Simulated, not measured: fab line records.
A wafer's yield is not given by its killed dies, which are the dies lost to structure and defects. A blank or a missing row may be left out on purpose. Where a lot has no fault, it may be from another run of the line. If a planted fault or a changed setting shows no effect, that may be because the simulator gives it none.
fab line records ; flow n5-finfet
record: lots: 7; wafers: 21
route steps=1938 shown BEOL_M8@1377 BEOL_M10@1470
start-h: start of the lot's first displayed wafer, in hours after the record's first day ; wait-h: time in hours since the lot's previous step ; " unchanged from the row above ; L1.1+2: several wafers, shown together as one row ; - no value, or no start was given ; * or withheld: withheld ; < > ~ a bound
route shown NAME@n: NAME is a module with steps in the file, n the number in the route of the first one ; usual: average and standard deviation across the fault-free wafers ; same: alike in all rows ; chamber/n: place in a boat ; sites: readings site by site ; _std_site: the values' standard deviation ; _edge_site: mean of outer sites minus mean of inner sites ; radius-mm: for every site, how far away it sits from the centre of the wafer ; mask NAME#n: copy n ; behind: tool/chamber where the wafer was last shaped ; hold: why the lot was held/for how many hours/how that ended ; device: the transistor (n, p or np) that didn't switch ; end of line: tests of these same wafers at the route's end ; a step given without rows: its recipe and nothing more ; killed: count of dies lost to structure and defects at first sort (not the wafer's yield) ; map: dies across one wafer; x = killed, . = not, _ = none there
set.NAME: the run value of the setting; set.NAME@STEP: its run value at that earlier step ; model.NAME: the simulator's own value behind a step, which no gauge read
lots whose settings were changed on purpose; a table a step, a row a wafer
== steps ==
step: N5_BEOL_M8_TRENCH_ETCH_37
recipe: chemistry: C4F6/O2; target-depth-a: 934.78; target: SiCOH_lowk; time-s: 31.2; ion-energy-ev: 250; pressure-mtorr: 30; source-w: 345; bias-w: 185; Ar_flow_sccm: 300; C4F6_flow_sccm: 10; O2_flow_sccm: 10
lot.wafer;tool;chamber;start-h;wait-h;set.time-s;model.etch.depth-nm;model.BEOL_M8.feature-depth-nm
L079.3;rie-diel-03;2;-;-;31.2;94.85;94.8
L079.5;rie-diel-03;1;-;-;31.2;96.39;96.4
L079.6;rie-diel-03;2;-;-;31.2;95.7;95.6
L085.2;rie-diel-02;3;-;-;31.2;93.37;93.4
L085.5;rie-diel-02;3;-;-;31.2;92.95;93
L085.6;rie-diel-02;2;-;-;27.66;86.44;86.4
L084.1;rie-diel-06;2;-;-;38.03;116.5;116.6
L084.2;rie-diel-06;0;-;-;38.03;114.9;114.8
L084.6;rie-diel-06;2;-;-;38.03;116.4;116.4
L091.1;rie-diel-02;1;-;-;31.2;94.35;94.4
L091.4;rie-diel-02;0;-;-;31.2;93.73;93.8
L091.5;rie-diel-02;2;-;-;31.2;96.54;96.6
L092.3;rie-diel-06;2;-;-;31.2;94.65;94.6
L092.4;rie-diel-06;0;-;-;34.52;102.4;102.4
L092.5;rie-diel-06;2;-;-;34.52;105.6;105.6
L096.2;rie-diel-03;1;-;-;31.2;94.9;95
L096.3;rie-diel-03;3;-;-;31.2;95.4;95.4
L096.4;rie-diel-03;0;-;-;31.2;92.88;92.8
L097.1;rie-diel-03;3;-;-;31.2;95.2;95.2
L097.2;rie-diel-03;0;-;-;31.2;92.28;92.2
L097.4;rie-diel-03;1;-;-;33.54;101.8;101.8
step: N5_BEOL_M8_ETCH_41
recipe: chemistry: CH3F/O2; target: SiCN; target-depth-a: 319; taper-deg: 2; time-s: 57.8; ion-energy-ev: 120; mask-material: TiN; pressure-mtorr: 30; source-w: 395; bias-w: 75; Ar_flow_sccm: 150; CH3F_flow_sccm: 30; O2_flow_sccm: 20
step: N5_BEOL_M8_STRIP_80
recipe: chemistry: N2/H2; time-s: 10; power-w: 450; temp-c: 40; pressure-mtorr: 20; rf-frequency-hz: 6e+07; bias-power-w: 7; n2-flow-sccm: 200; h2-flow-sccm: 200
step: N5_BEOL_M8_OCD_MEAS_38
usual: trench-depth-nm: 94.6/1.8
lot.wafer;tool;chamber;start-h;wait-h;set.time-s@BEOL_M8_TRENCH_ETCH_37;trench-depth-nm
L079.3;ocd-02;-;241.26;-;31.2;94.7
L079.5;ocd-02;-;241.26;-;31.2;95.7
L079.6;ocd-02;-;241.26;-;31.2;95.5
L085.2;ocd-02;-;271.64;-;31.2;93.9
L085.5;ocd-02;-;271.64;-;31.2;92.8
L085.6;ocd-02;-;271.64;-;27.66;86.2
L084.1;ocd-01;-;271.69;-;38.03;116.6
L084.2;ocd-01;-;271.69;-;38.03;114.9
L084.6;ocd-01;-;271.69;-;38.03;116.2
L091.1;ocd-02;-;309.16;-;31.2;93.7
L091.4;ocd-02;-;309.16;-;31.2;93.5
L091.5;ocd-02;-;309.16;-;31.2;96.1
L092.3;ocd-01;-;319.63;-;31.2;94.4
L092.4;ocd-01;-;319.63;-;34.52;102.4
L092.5;ocd-01;-;319.63;-;34.52;105.4
L096.2;ocd-02;-;342.98;-;31.2;95.0
L096.3;ocd-02;-;342.98;-;31.2;95.5
L096.4;ocd-02;-;342.98;-;31.2;92.3
L097.1;ocd-02;-;345.51;-;31.2;95.3
L097.2;ocd-02;-;345.51;-;31.2;92.5
L097.4;ocd-02;-;345.51;-;33.54;101.9
step: N5_BEOL_M8_HM_STRIP_39
recipe: chemistry: peroxide-tin-strip; material: TiN; target-depth-a: 250; temp-c: 50; time-s: 158
lot.wafer;tool;chamber;start-h;wait-h;set.temp-c@BEOL_M8_PECVD_70;model.SiO2_of_BEOL_M8_PECVD_70.thk-nm
L079.3;wet-bench-06;1;241.29;0.0;400;19.8
L079.5;wet-bench-06;7;241.29;0.0;400;20
L079.6;wet-bench-06;4;241.29;0.0;400;20.2
L085.2+6;wet-bench-06;5,0;271.67;0.0;400;20
L085.5;wet-bench-06;1;271.67;0.0;400;20.2
L084.1;wet-bench-03;7;271.74;0.0;400;19.4
L084.2;wet-bench-03;6;271.74;0.0;414.2;17.8
L084.6;wet-bench-03;0;271.74;0.0;414.2;18.2
L091.1;wet-bench-01;0;309.22;0.1;386.9;21.6
L091.4+5;wet-bench-01;4,5;309.22;0.1;400;19.8
L092.3;wet-bench-03;3;319.65;0.0;411.1;18.6
L092.4+5;wet-bench-03;7,6;319.65;0.0;400;20.4
L096.2;wet-bench-06;0;343.01;0.0;400;20
L096.3+4;wet-bench-06;4,7;343.01;0.0;412.1;18.6
L097.1;wet-bench-03;2;345.54;0.0;400;19.6
L097.2;wet-bench-03;7;345.54;0.0;406.7;19
L097.4;wet-bench-03;0;345.54;0.0;406.7;18.8
step: N5_BEOL_M8_SRD_40
recipe: time-s: 30; temp-c: 23; rinse-liquid: diw; dry: ipa-marangoni
step: N5_BEOL_M8_PRECLEAN_42
recipe: chemistry: residue-remover; time-s: 60; temp-c: 40
step: N5_BEOL_M8_ECD_50
recipe: material: Cu; target-thk-a: 3000
step: N5_BEOL_M8_ANNEAL_51
recipe: temp-c: 225; time-s: 90; ambient: N2
step: N5_BEOL_M8_CMP_52
recipe: stop-on: SiCOH_lowk; t-overpolish-s: 6.9; down-force-psi: 1; platen-rpm: 50; clearing-platen-down-force-psi: 1.5; clearing-platen-rpm: 50; post-cmp-clean: cu-alkaline; target-thk-nm: 80; clearing-platen-pad-velocity-m-s: 0.99484; pad-velocity-m-s: 0.99484
lot.wafer;tool;chamber;start-h;wait-h;set.time-s@BEOL_M8_TRENCH_ETCH_37;model.Cu_of_BEOL_M8_ECD_50.thk-nm
L079.3;cmp-04;2;244.82;0.3;31.2;84.2
L079.6;cmp-04;3;244.82;0.3;31.2;82.2
L079.5;cmp-04;0;244.82;0.3;31.2;84.6
L085.2;cmp-02;2;273.59;0.3;31.2;80.8
L085.5;cmp-02;3;273.59;0.3;31.2;80.2
L085.6;cmp-02;0;273.59;0.3;27.66;72.6
L084.2;cmp-04;3;273.78;0.2;38.03;99.2
L084.1;cmp-04;1;273.78;0.2;38.03;104
L084.6;cmp-04;3;273.78;0.2;38.03;102.4
L091.4;cmp-03;2;311.95;0.5;31.2;81.8
L091.1;cmp-03;1;311.95;0.5;31.2;79.4
L091.5;cmp-03;2;311.95;0.5;31.2;83.8
L092.3;cmp-03;0;321.75;0.2;31.2;81.4
L092.4;cmp-03;2;321.75;0.2;34.52;88.4
L092.5;cmp-03;0;321.75;0.2;34.52;92.8
L096.3;cmp-03;1;345.76;0.2;31.2;81
L096.2;cmp-03;2;345.76;0.2;31.2;81.8
L096.4;cmp-03;3;345.76;0.2;31.2;80
L097.4;cmp-02;1;348.00;0.1;33.54;86.4
L097.1;cmp-02;2;348.00;0.1;31.2;81.4
L097.2;cmp-02;3;348.00;0.1;31.2;79
step: N5_BEOL_M8_THK_MEAS_53
recipe: thk-meas-gauge: xrf; reads: Cu_of_BEOL_M8_ECD_50
usual: M8_THK: 84.7/2.5
lot.wafer;tool;chamber;start-h;wait-h;set.time-s@BEOL_M8_TRENCH_ETCH_37;M8_THK[nm]
L079.3;film-metro-02;-;245.00;-;31.2;87.1
L079.5;film-metro-02;-;245.00;-;31.2;87.2
L079.6;film-metro-02;-;245.00;-;31.2;84.5
L085.2;film-metro-01;-;273.77;-;31.2;83.3
L085.5;film-metro-01;-;273.77;-;31.2;82.4
L085.6;film-metro-01;-;273.77;-;27.66;74.9
L084.1;film-metro-01;-;274.04;-;38.03;107.2
L084.2;film-metro-01;-;274.04;-;38.03;102.7
L084.6;film-metro-01;-;274.04;-;38.03;105.7
L091.1;film-metro-01;-;312.24;-;31.2;81.9
L091.4;film-metro-01;-;312.24;-;31.2;84.8
L091.5;film-metro-01;-;312.24;-;31.2;86.9
L092.3;film-metro-01;-;322.05;-;31.2;84.7
L092.4;film-metro-01;-;322.05;-;34.52;92.6
L092.5;film-metro-01;-;322.05;-;34.52;96.6
L096.2;film-metro-01;-;346.01;-;31.2;84.2
L096.3;film-metro-01;-;346.01;-;31.2;83.3
L096.4;film-metro-01;-;346.01;-;31.2;82.6
L097.1;film-metro-01;-;348.29;-;31.2;84.7
L097.2;film-metro-01;-;348.29;-;31.2;81.9
L097.4;film-metro-01;-;348.29;-;33.54;89.6
step: N5_BEOL_M8_PRE_CLEAN_55
recipe: gas: NH3; time-s: 15; temp-c: withheld; rf-power-w: 300
step: N5_BEOL_M8_DEP_56
recipe: material: SiCN; target-thk-a: 100; temp-c: withheld; precursor: 3MS/NH3; pressure-torr: 3; rf-w: 202; time-s: 17.5
step: N5_BEOL_M8_RS_MEAS_57
recipe: thk-meas-gauge: four-point-probe; reads: Cu_of_BEOL_M8_ECD_50+Co_of_BEOL_M8_CVD_78+TaN_of_BEOL_M8_ALD_77
usual: M8_RS: 0.279/0.009
lot.wafer;tool;chamber;start-h;wait-h;set.time-s@BEOL_M8_TRENCH_ETCH_37;M8_RS[ohm/sq]
L079.3;film-metro-02;-;245.14;0.1;31.2;0.270
L079.5;film-metro-02;-;245.14;0.1;31.2;0.268
L079.6;film-metro-02;-;245.14;0.1;31.2;0.277
L085.2;film-metro-01;-;273.90;0.1;31.2;0.283
L085.5;film-metro-01;-;273.90;0.1;31.2;0.285
L085.6;film-metro-01;-;273.90;0.1;27.66;0.320
L084.1;film-metro-01;-;274.20;0.1;38.03;0.211
L084.2;film-metro-01;-;274.20;0.1;38.03;0.223
L084.6;film-metro-01;-;274.20;0.1;38.03;0.215
L091.1;film-metro-02;-;312.37;0.1;31.2;0.288
L091.4;film-metro-02;-;312.37;0.1;31.2;0.279
L091.5;film-metro-02;-;312.37;0.1;31.2;0.271
L092.3;film-metro-01;-;322.18;0.1;31.2;0.280
L092.4;film-metro-01;-;322.18;0.1;34.52;0.255
L092.5;film-metro-01;-;322.18;0.1;34.52;0.241
L096.2;film-metro-02;-;346.14;0.1;31.2;0.278
L096.3;film-metro-02;-;346.14;0.1;31.2;0.282
L096.4;film-metro-02;-;346.14;0.1;31.2;0.286
L097.1;film-metro-01;-;348.42;0.1;31.2;0.281
L097.2;film-metro-01;-;348.42;0.1;31.2;0.290
L097.4;film-metro-01;-;348.42;0.1;33.54;0.261
step: N5_BEOL_M10_ILD_DEP_00
recipe: material: SiCOH_lowk; target-thk-a: 3085.1; temp-c: 300; precursor: DEMS/porogen; pressure-torr: 5; rf-w: 500; time-s: 58
lot.wafer;tool;chamber;start-h;wait-h;set.time-s;model.SiCOH_lowk_of_BEOL_M10_ILD_DEP_00.thk-nm
L079.3;pecvd-02;2;255.06;0.0;58;306.8
L079.5;pecvd-02;1;255.06;0.0;58;305.8
L079.6;pecvd-02;0;255.06;0.0;58;313.8
L085.2;pecvd-03;1;281.84;0.0;58;303.4
L085.5;pecvd-03;1;281.84;0.0;58;309.8
L085.6;pecvd-03;0;281.84;0.0;51.22;278.8
L084.1;pecvd-02;2;282.18;0.0;58;308.4
L084.2;pecvd-02;1;282.18;0.0;55.23;283.4
L084.6;pecvd-02;0;282.18;0.0;58;307
L091.1+5;pecvd-03;2;319.54;0.0;58;314
L091.4;pecvd-03;1;319.54;0.0;58;309.6
L092.3;pecvd-04;1;330.00;0.0;64.46;337.6
L092.4;pecvd-04;2;330.00;0.0;64.46;345.2
L092.5;pecvd-04;0;330.00;0.0;58;307.6
L096.2;pecvd-02;2;354.72;0.0;58;309.4
L096.3;pecvd-02;1;354.72;0.0;58;306
L096.4;pecvd-02;1;354.72;0.0;58;311.4
L097.1;pecvd-03;0;357.32;0.0;53.33;282.2
L097.2;pecvd-03;2;357.32;0.0;58;309.2
L097.4;pecvd-03;0;357.32;0.0;58;309.4
step: N5_BEOL_M10_CURE_71
recipe: temp-c: 385; time-s: 240; ambient: He/Ar; material: SiCOH_lowk
lot.wafer;tool;chamber;start-h;wait-h;set.time-s@BEOL_M10_ILD_DEP_00;model.SiCOH_lowk_of_BEOL_M10_ILD_DEP_00.thk-nm
L079.3;uv-cure-03;2;255.30;0.2;58;266.6
L079.5;uv-cure-03;2;255.30;0.2;58;265.6
L079.6;uv-cure-03;2;255.30;0.2;58;272.6
L085.2;uv-cure-03;0;282.04;0.2;58;263.4
L085.5;uv-cure-03;0;282.04;0.2;58;269.2
L085.6;uv-cure-03;0;282.04;0.2;51.22;241.8
L084.1;uv-cure-01;0;282.35;0.1;58;267.8
L084.2;uv-cure-01;0;282.35;0.1;55.23;245.8
L084.6;uv-cure-01;0;282.35;0.1;58;266.6
L091.1+5;uv-cure-03;2;319.62;0.0;58;272.8
L091.4;uv-cure-03;2;319.62;0.0;58;269
L092.3;uv-cure-01;0;330.24;0.2;64.46;293.8
L092.4;uv-cure-01;0;330.24;0.2;64.46;300.4
L092.5;uv-cure-01;0;330.24;0.2;58;267.2
L096.2;uv-cure-03;1;354.88;0.1;58;268.8
L096.3;uv-cure-03;1;354.88;0.1;58;265.8
L096.4;uv-cure-03;1;354.88;0.1;58;270.6
L097.1;uv-cure-02;0;357.40;0.0;53.33;244.8
L097.2;uv-cure-02;0;357.40;0.0;58;268.6
L097.4;uv-cure-02;0;357.40;0.0;58;268.8
step: N5_BEOL_M10_THK_MEAS_01
recipe: reads: SiCOH_lowk_of_BEOL_M10_ILD_DEP_00
usual: M10_ILD_THK: 268/3.8
lot.wafer;tool;chamber;start-h;wait-h;set.time-s@BEOL_M10_ILD_DEP_00;M10_ILD_THK[nm]
L079.3;film-metro-02;-;255.65;0.3;58;267
L079.5;film-metro-02;-;255.65;0.3;58;266
L079.6;film-metro-02;-;255.65;0.3;58;273
L085.2;film-metro-01;-;282.48;0.4;58;263
L085.5;film-metro-01;-;282.48;0.4;58;269
L085.6;film-metro-01;-;282.48;0.4;51.22;242
L084.1;film-metro-02;-;282.86;0.4;58;268
L084.2;film-metro-02;-;282.86;0.4;55.23;246
L084.6;film-metro-02;-;282.86;0.4;58;267
L091.1;film-metro-01;-;320.13;0.4;58;273
L091.4;film-metro-01;-;320.13;0.4;58;269
L091.5;film-metro-01;-;320.13;0.4;58;273
L092.3;film-metro-02;-;330.59;0.3;64.46;294
L092.4;film-metro-02;-;330.59;0.3;64.46;301
L092.5;film-metro-02;-;330.59;0.3;58;267
L096.2;film-metro-02;-;355.31;0.4;58;269
L096.3;film-metro-02;-;355.31;0.4;58;266
L096.4;film-metro-02;-;355.31;0.4;58;271
L097.1;film-metro-01;-;357.91;0.4;53.33;245
L097.2;film-metro-01;-;357.91;0.4;58;268
L097.4;film-metro-01;-;357.91;0.4;58;269
step: N5_BEOL_M10_EXPOSE_08
recipe: mask-id: M10; na: 1.35; source-shape: dipole; sigma-inner: 0.411; sigma-outer: 0.611; polarization: te; dose-mj: 53.75
lot.wafer;tool;chamber;start-h;wait-h;mask;set.dose-mj
L079.3+5+6;arfi-scanner-02;0;256.56;-;M10#0;53.75
L085.2+6;arfi-scanner-03;0;283.29;-;M10#0;53.75
L085.5;arfi-scanner-03;0;283.29;-;M10#0;50.63
L084.1+6;arfi-scanner-03;0;283.59;-;M10#0;53.75
L084.2;arfi-scanner-03;0;283.59;-;M10#0;56.67
L091.1;arfi-scanner-01;0;321.75;-;M10#0;53.75
L091.4+5;arfi-scanner-01;0;321.75;-;M10#0;57.55
L092.3+4+5;arfi-scanner-01;0;332.39;-;M10#0;53.75
L096.2+3+4;arfi-scanner-02;0;356.56;-;M10#0;53.75
L097.1+2+4;arfi-scanner-03;0;360.53;-;M10#0;53.75
step: N5_BEOL_M10_PEB_09
recipe: peb-temp-c: withheld; peb-time-s: 60; resist: CAR-ArF
step: N5_BEOL_M10_DEVELOP_10
recipe: develop-time-s: 30; developer: TMAH; resist: CAR-ArF; rinse-liquid: diw; dry: air-spin; dev-temp-c: 23
step: N5_BEOL_M10_CD_MEAS_11
recipe: target-cd-nm: 64.1; landing-energy-ev: 500; detector: se-inlens; polarity: opening
usual: cd-nm: 64.3/0.61
lot.wafer;tool;chamber;start-h;wait-h;set.dose-mj@BEOL_M10_EXPOSE_08;cd-nm
L079.3;cd-sem-01;0;256.67;-;53.75;64.5
L079.5;cd-sem-01;0;256.67;-;53.75;63.7
L079.6;cd-sem-01;0;256.67;-;53.75;62.4
L085.2;cd-sem-02;0;283.41;-;53.75;65.0
L085.5;cd-sem-02;0;283.41;-;50.63;61.6
L085.6;cd-sem-02;0;283.41;-;53.75;64.6
L084.1;cd-sem-02;0;283.72;-;53.75;64.9
L084.2;cd-sem-02;0;283.72;-;56.67;67.5
L084.6;cd-sem-02;0;283.72;-;53.75;64.5
L091.1;cd-sem-02;0;321.87;-;53.75;65.0
L091.4;cd-sem-02;0;321.87;-;57.55;67.7
L091.5;cd-sem-02;0;321.87;-;57.55;67.6
L092.3;cd-sem-01;0;332.50;-;53.75;63.7
L092.4;cd-sem-01;0;332.50;-;53.75;62.8
L092.5;cd-sem-01;0;332.50;-;53.75;63.8
L096.2;cd-sem-01;0;356.68;-;53.75;64.4
L096.3;cd-sem-01;0;356.68;-;53.75;64.5
L096.4;cd-sem-01;0;356.68;-;53.75;64.6
L097.1;cd-sem-03;0;360.66;-;53.75;63.9
L097.2;cd-sem-03;0;360.66;-;53.75;63.3
L097.4;cd-sem-03;0;360.66;-;53.75;63.4
step: N5_BEOL_M10_DESCUM_16
recipe: chemistry: O2; time-s: 7.9; source-power-w: 50; bias-power-w: 20; pressure-mtorr: 20; rf-frequency-hz: 2.712e+07; temp-c: 40; resist: CAR-ArF; o2-flow-sccm: 225
step: N5_BEOL_M10_ETCH_61
recipe: chemistry: CF4; target: SiARC; target-depth-a: 390; mask-material: CAR-ArF; time-s: 65; ion-energy-ev: 80; pressure-mtorr: 40; source-w: 545; bias-w: 36; Ar_flow_sccm: 100; cf4-flow-sccm: 100; ends: cleared
lot.wafer;tool;chamber;start-h;wait-h;set.dose-mj@BEOL_M10_EXPOSE_08;model.BEOL_M10.cd-offset-nm
L079.3;rie-diel-02;3;256.96;0.0;53.75;0
L079.5;rie-diel-02;0;256.96;0.0;53.75;-0.2
L079.6;rie-diel-02;3;256.96;0.0;53.75;-1.8
L085.2;rie-diel-02;1;283.67;0.0;53.75;1.2
L085.5;rie-diel-02;2;283.67;0.0;50.63;-2.2
L085.6;rie-diel-02;1;283.67;0.0;53.75;0.6
L084.1;rie-diel-02;1;283.96;0.0;53.75;1
L084.2;rie-diel-02;0;283.96;0.0;56.67;3.6
L084.6;rie-diel-02;2;283.96;0.0;53.75;0.8
L091.1;rie-diel-03;1;322.01;0.0;53.75;0.6
L091.4;rie-diel-03;0;322.01;0.0;57.55;3.6
L091.5;rie-diel-03;2;322.01;0.0;57.55;4
L092.3+5;rie-diel-06;3;332.92;0.0;53.75;-0.6
L092.4;rie-diel-06;2;332.92;0.0;53.75;-1
L096.2;rie-diel-02;0;356.96;0.0;53.75;1
L096.3;rie-diel-02;3;356.96;0.0;53.75;0.4
L096.4;rie-diel-02;2;356.96;0.0;53.75;0.6
L097.1+2;rie-diel-03;3,2;360.78;0.0;53.75;-0.6
L097.4;rie-diel-03;0;360.78;0.0;53.75;-0.8
step: N5_BEOL_M10_ETCH_62
recipe: chemistry: N2/H2; target: SOC; target-depth-a: 1100; overetch-a: 220; mask-material: SiARC; temp-c: 40; time-s: 165; ion-energy-ev: 200; pressure-mtorr: 30; source-w: 840; bias-w: 150; n2-flow-sccm: 200; h2-flow-sccm: 200
lot.wafer;tool;chamber;start-h;wait-h;set.dose-mj@BEOL_M10_EXPOSE_08;model.BEOL_M10.cd-offset-nm
L079.3;rie-diel-02;3;257.01;0.0;53.75;-0.4
L079.5;rie-diel-02;0;257.01;0.0;53.75;-0.6
L079.6;rie-diel-02;3;257.01;0.0;53.75;-1.8
L085.2;rie-diel-02;1;283.72;0.0;53.75;0.8
L085.5;rie-diel-02;2;283.72;0.0;50.63;-2
L085.6;rie-diel-02;1;283.72;0.0;53.75;0.6
L084.1;rie-diel-02;1;284.01;0.0;53.75;0.6
L084.2;rie-diel-02;0;284.01;0.0;56.67;3.2
L084.6;rie-diel-02;2;284.01;0.0;53.75;1
L091.1;rie-diel-03;1;322.06;0.0;53.75;1
L091.4;rie-diel-03;0;322.06;0.0;57.55;3.8
L091.5;rie-diel-03;2;322.06;0.0;57.55;4
L092.3;rie-diel-06;3;332.97;0.0;53.75;-0.4
L092.4;rie-diel-06;2;332.97;0.0;53.75;-0.8
L092.5;rie-diel-06;3;332.97;0.0;53.75;-0.6
L096.2+3;rie-diel-02;0,3;357.01;0.0;53.75;0.4
L096.4;rie-diel-02;2;357.01;0.0;53.75;0.8
L097.1+2;rie-diel-03;3,2;360.83;0.0;53.75;-0.8
L097.4;rie-diel-03;0;360.83;0.0;53.75;-0.6
step: N5_BEOL_M10_STRIP_68
recipe: chemistry: N2/H2; temp-c: 40; n2-flow-sccm: 200; h2-flow-sccm: 200; rf-frequency-hz: 6e+07
step: N5_BEOL_M10_STRIP_67
recipe: chemistry: CF4; resist: SiARC; power-w: 300; bias-power-w: 75; pressure-mtorr: 50; cf4-flow-sccm: 150; rf-frequency-hz: 6e+07
step: N5_BEOL_M10_HM_OPEN_17
recipe: chemistry: Cl2/BCl3; target-depth-a: 200; overetch-a: 60; target: TiN; mask-material: SOC; ion-energy-ev: 150; pressure-mtorr: 10; icp-w: 1000; bias-w: 126; Cl2_flow_sccm: 53.25; bcl3-flow-sccm: 21.75; Ar_flow_sccm: 25
lot.wafer;tool;chamber;start-h;wait-h;set.dose-mj@BEOL_M10_EXPOSE_08;model.BEOL_M10.cd-offset-nm
L079.3;rie-metal-01;0;257.23;0.1;53.75;-0.4
L079.5;rie-metal-01;1;257.23;0.1;53.75;-0.6
L079.6;rie-metal-01;0;257.23;0.1;53.75;-2
L085.2;rie-metal-02;0;283.91;0.0;53.75;0.6
L085.5;rie-metal-02;1;283.91;0.0;50.63;-2
L085.6;rie-metal-02;0;283.91;0.0;53.75;0.4
L084.1;rie-metal-03;1;284.20;0.0;53.75;0.6
L084.2;rie-metal-03;0;284.20;0.0;56.67;3.2
L084.6;rie-metal-03;1;284.20;0.0;53.75;1
L091.1;rie-metal-03;1;322.25;0.0;53.75;1
L091.4;rie-metal-03;0;322.25;0.0;57.55;3.8
L091.5;rie-metal-03;1;322.25;0.0;57.55;4
L092.3;rie-metal-03;0;333.19;0.1;53.75;-0.4
L092.4;rie-metal-03;1;333.19;0.1;53.75;-0.8
L092.5;rie-metal-03;1;333.19;0.1;53.75;-0.6
L096.2;rie-metal-03;1;357.20;0.0;53.75;0.4
L096.3;rie-metal-03;1;357.20;0.0;53.75;0.2
L096.4;rie-metal-03;0;357.20;0.0;53.75;0.6
L097.1+2;rie-metal-01;0,1;361.02;0.0;53.75;-0.8
L097.4;rie-metal-01;0;361.02;0.0;53.75;-0.6
step: N5_BEOL_M10_STRIP_19
recipe: chemistry: O2; power-w: 400; temp-c: 40; pressure-mtorr: 30; rf-frequency-hz: 6e+07; bias-power-w: 0; overash-fraction: 0.2; o2-flow-sccm: 225
step: N5_BEOL_M10_CD_MEAS_18
recipe: pitch-nm: 140; target-cd-nm: 70
usual: cd-nm: 70.2/0.67
lot.wafer;tool;chamber;start-h;wait-h;set.dose-mj@BEOL_M10_EXPOSE_08;cd-nm
L079.3;cd-sem-02;-;257.38;0.1;53.75;69.7
L079.5;cd-sem-02;-;257.38;0.1;53.75;69.1
L079.6;cd-sem-02;-;257.38;0.1;53.75;67.8
L085.2;cd-sem-03;-;284.21;0.1;53.75;70.6
L085.5;cd-sem-03;-;284.21;0.1;50.63;67.7
L085.6;cd-sem-03;-;284.21;0.1;53.75;70.5
L084.1;cd-sem-03;-;284.38;0.0;53.75;70.8
L084.2;cd-sem-03;-;284.38;0.0;56.67;73.3
L084.6;cd-sem-03;-;284.38;0.0;53.75;71.0
L091.1;cd-sem-02;-;322.43;0.0;53.75;71.2
L091.4;cd-sem-02;-;322.43;0.0;57.55;73.9
L091.5;cd-sem-02;-;322.43;0.0;57.55;74.1
L092.3;cd-sem-03;-;333.64;0.1;53.75;69.8
L092.4;cd-sem-03;-;333.64;0.1;53.75;69.5
L092.5;cd-sem-03;-;333.64;0.1;53.75;69.3
L096.2;cd-sem-02;-;357.38;0.1;53.75;70.3
L096.3;cd-sem-02;-;357.38;0.1;53.75;70.5
L096.4;cd-sem-02;-;357.38;0.1;53.75;70.5
L097.1;cd-sem-03;-;361.20;0.0;53.75;69.2
L097.2;cd-sem-03;-;361.20;0.0;53.75;69.2
L097.4;cd-sem-03;-;361.20;0.0;53.75;69.5
step: N5_BEOL_M10_COAT_64
recipe: resist: SiARC; temp-c: 220; time-s: 60; spin-rpm: 1500; resist-thk-nm: 30
lot.wafer;tool;chamber;start-h;wait-h;set.spin-rpm;model.SiARC_of_BEOL_M10_COAT_64.thk-nm
L079.3;litho-track-01;0;-;-;1500;30.2
L079.5+6;litho-track-01;0;-;-;1500;30
L085.2+5+6;litho-track-03;0;-;-;1500;30
L084.1;litho-track-04;0;-;-;1643;28.6
L084.2;litho-track-04;0;-;-;1643;28.4
L084.6;litho-track-04;0;-;-;1500;29.8
L091.1+5;litho-track-01;0;-;-;1500;30
L091.4;litho-track-01;0;-;-;1637;28.8
L092.3+4;litho-track-04;0;-;-;1500;30
L092.5;litho-track-04;0;-;-;1500;30.2
L096.2;litho-track-04;0;-;-;1550;29.4
L096.3;litho-track-04;0;-;-;1500;30
L096.4;litho-track-04;0;-;-;1550;29.6
L097.1+2+4;litho-track-01;0;-;-;1500;30
== key ==
split: step: N5_BEOL_M8_TRENCH_ETCH_37; setting: time-s; stated: 31.2; by: wafer
response: step: N5_BEOL_M8_TRENCH_ETCH_37; reading: model.etch.depth-nm; change: +0.793; per: 1%; r: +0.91
response: step: N5_BEOL_M8_TRENCH_ETCH_37; reading: model.BEOL_M8.feature-depth-nm; change: +0.798; per: 1%; r: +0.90
response: step: N5_BEOL_M8_OCD_MEAS_38; reading: trench-depth-nm; change: +0.811; per: 1%; r: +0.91
response: step: N5_BEOL_M8_CMP_52; reading: model.Cu_of_BEOL_M8_ECD_50.thk-nm; change: +0.785; per: 1%; r: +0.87
response: step: N5_BEOL_M8_THK_MEAS_53; reading: M8_THK; change: +0.811; per: 1%; r: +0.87
response: step: N5_BEOL_M8_RS_MEAS_57; reading: M8_RS; change: -0.00315; per: 1%; r: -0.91
split: step: N5_BEOL_M10_ILD_DEP_00; setting: time-s; stated: 58; by: wafer
response: step: N5_BEOL_M10_ILD_DEP_00; reading: model.SiCOH_lowk_of_BEOL_M10_ILD_DEP_00.thk-nm; change: +2.97; per: 1%; r: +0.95
response: step: N5_BEOL_M10_CURE_71; reading: model.SiCOH_lowk_of_BEOL_M10_ILD_DEP_00.thk-nm; change: +2.62; per: 1%; r: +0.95
response: step: N5_BEOL_M10_THK_MEAS_01; reading: M10_ILD_THK; change: +2.63; per: 1%; r: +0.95
split: step: N5_BEOL_M10_EXPOSE_08; setting: dose-mj; stated: 53.75; by: wafer
response: step: N5_BEOL_M10_CD_MEAS_11; reading: cd-nm; change: +0.467; per: 1%; r: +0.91
response: step: N5_BEOL_M10_ETCH_61; reading: model.BEOL_M10.cd-offset-nm; change: +0.488; per: 1%; r: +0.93
response: step: N5_BEOL_M10_ETCH_62; reading: model.BEOL_M10.cd-offset-nm; change: +0.435; per: 1%; r: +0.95
response: step: N5_BEOL_M10_HM_OPEN_17; reading: model.BEOL_M10.cd-offset-nm; change: +0.425; per: 1%; r: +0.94
response: step: N5_BEOL_M10_CD_MEAS_18; reading: cd-nm; change: +0.431; per: 1%; r: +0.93
split: step: N5_BEOL_M10_COAT_64; setting: spin-rpm; stated: 1500; by: wafer
response: step: N5_BEOL_M10_COAT_64; reading: model.SiARC_of_BEOL_M10_COAT_64.thk-nm; change: -0.135; per: 1%; r: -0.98
split outside-this-file step=N5_BEOL_M8_PECVD_70 setting=temp-c
split outside-this-file: this setting was split too, and the file shows its column; the key of that split is in another file
